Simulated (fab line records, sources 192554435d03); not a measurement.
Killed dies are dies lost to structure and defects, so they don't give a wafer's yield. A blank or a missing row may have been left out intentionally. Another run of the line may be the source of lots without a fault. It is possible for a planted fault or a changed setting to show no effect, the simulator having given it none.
Chamber matching || flow n5_finfet || N5_MOL_CONTACT_COAG_CMP_23 on cmp-02: 4 sister chambers
The step polishes, stops on SiO2, t overpolish 1.5 s, target thk 0 nm. 4 wafers are shown with their chamber, then 7 later ones without.

## EACH WAFER AND ITS CHAMBER
{"wafer": "L089.4", "chamber": 3, "motor_current_A (A)": 7.0}
{"wafer": "L093.3", "chamber": 2, "motor_current_A (A)": 7.0}
{"wafer": "L095.1", "chamber": 1, "motor_current_A (A)": 6.8}
{"wafer": "L095.4", "chamber": 0, "motor_current_A (A)": 7.7}

## WAFERS WITHOUT THEIR CHAMBER
{"wafer": "L095.5", "motor_current_A (A)": 7.6}
{"wafer": "L096.1", "motor_current_A (A)": 8.1}
{"wafer": "L096.2", "motor_current_A (A)": 6.9}
{"wafer": "L096.5", "motor_current_A (A)": 6.9}
{"wafer": "L097.2", "motor_current_A (A)": 7.7}
{"wafer": "L097.3", "motor_current_A (A)": 7.1}
{"wafer": "L097.5", "motor_current_A (A)": 7.2}

## WHICH CHAMBER EACH WENT THROUGH
{"wafer": "L095.5", "from the rows above": 0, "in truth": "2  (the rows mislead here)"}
{"wafer": "L096.1", "from the rows above": 0, "in truth": 0}
{"wafer": "L096.2", "from the rows above": "can't be placed: 2 or 3 or 1", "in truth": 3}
{"wafer": "L096.5", "from the rows above": "can't be placed: 2 or 3 or 1", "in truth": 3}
{"wafer": "L097.2", "from the rows above": 0, "in truth": 0}
{"wafer": "L097.3", "from the rows above": "can't be placed: 2 or 3 or 1", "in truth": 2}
{"wafer": "L097.5", "from the rows above": "can't be placed: 2 or 3 or 1 or 0", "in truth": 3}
2 of 7 placed correctly. Not placeable from these rows: 4 (in 4, the candidates include the true chamber). Wrongly placed: 1.
How it was worked out, from the rows above alone: a wafer's distance from a chamber is the root of the sum, over the readings, of the square of ((its reading less the chamber's mean) divided by the reading's scatter). The wafer belongs to the nearest chamber; if the next one is less than 2 further off, it can't be placed. For every chamber, the mean is computed from those of its wafers that are shown. The scatter (one wafer shown for each chamber): square how far every hidden wafer sits from the nearest shown wafer, average those squares and take the square root.
